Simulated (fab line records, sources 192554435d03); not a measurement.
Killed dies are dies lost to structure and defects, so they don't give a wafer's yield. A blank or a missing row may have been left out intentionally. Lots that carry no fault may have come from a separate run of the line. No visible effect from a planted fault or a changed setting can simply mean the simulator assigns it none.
Chamber matching + flow n5 finfet + N5_BEOL_M8_ALD_77 on ald metal-03 has 4 sister chambers
The step deposits TaN, target thk 2 nm, pulse time 2 s, purge time 3 s. 8 wafers are shown with their chamber, then 9 later ones without.

== WAFERS PAIRED WITH THEIR CHAMBERS ==
| wafer  | chamber | heater power w (W) | chamber pressure Torr (Torr) |
|--------|---------|--------------------|------------------------------|
| L079.5 | 3       | 384                | 2.997                        |
| L083.4 | 2       | 385                | 2.994                        |
| L083.6 | 2       | 373                | 2.985                        |
| L088.2 | 1       | 404                | 2.997                        |
| L088.4 | 3       | 386                | 2.999                        |
| L089.2 | 0       | 477                | 3.003                        |
| L089.4 | 1       | 407                | 2.998                        |
| L089.5 | 0       | 481                | 3.008                        |

== WAFERS WHOSE CHAMBER IS MISSING ==
| wafer  | heater power w (W) | chamber pressure Torr (Torr) |
|--------|--------------------|------------------------------|
| L095.2 | 374                | 3.004                        |
| L095.3 | 469                | 3.001                        |
| L095.4 | 384                | 3.012                        |
| L096.2 | 379                | 3.010                        |
| L096.3 | 393                | 2.996                        |
| L096.6 | 468                | 3.005                        |
| L097.2 | 479                | 2.989                        |
| L097.4 | 381                | 3.008                        |
| L097.6 | 480                | 2.990                        |

== EACH ONE'S CHAMBER ==
| wafer  | from the rows above          | in truth                   |
|--------|------------------------------|----------------------------|
| L095.2 | can't be placed: 3 or 2      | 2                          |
| L095.3 | 0                            | 0                          |
| L095.4 | 3                            | 3                          |
| L096.2 | 3                            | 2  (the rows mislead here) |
| L096.3 | can't be placed: 3 or 1 or 2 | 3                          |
| L096.6 | 0                            | 0                          |
| L097.2 | 0                            | 0                          |
| L097.4 | 3                            | 3                          |
| L097.6 | 0                            | 0                          |
6 of 9 placed correctly. These rows do not allow placing 2 (true chamber among the candidates in 2). Placed wrongly: 1.
How it was worked out, from the rows above alone: a wafer's distance from a chamber is the root of the sum, over the readings, of the square of ((its reading less the chamber's mean) divided by the reading's scatter). The wafer belongs to the nearest chamber; if the next one is less than 2 further off, it can't be placed. Each chamber's mean is taken over the wafers shown for it. The scatter: take each reading less its chamber's mean, square it, sum over the shown wafers, divide by the number of wafers less the number of chambers, and take the root.
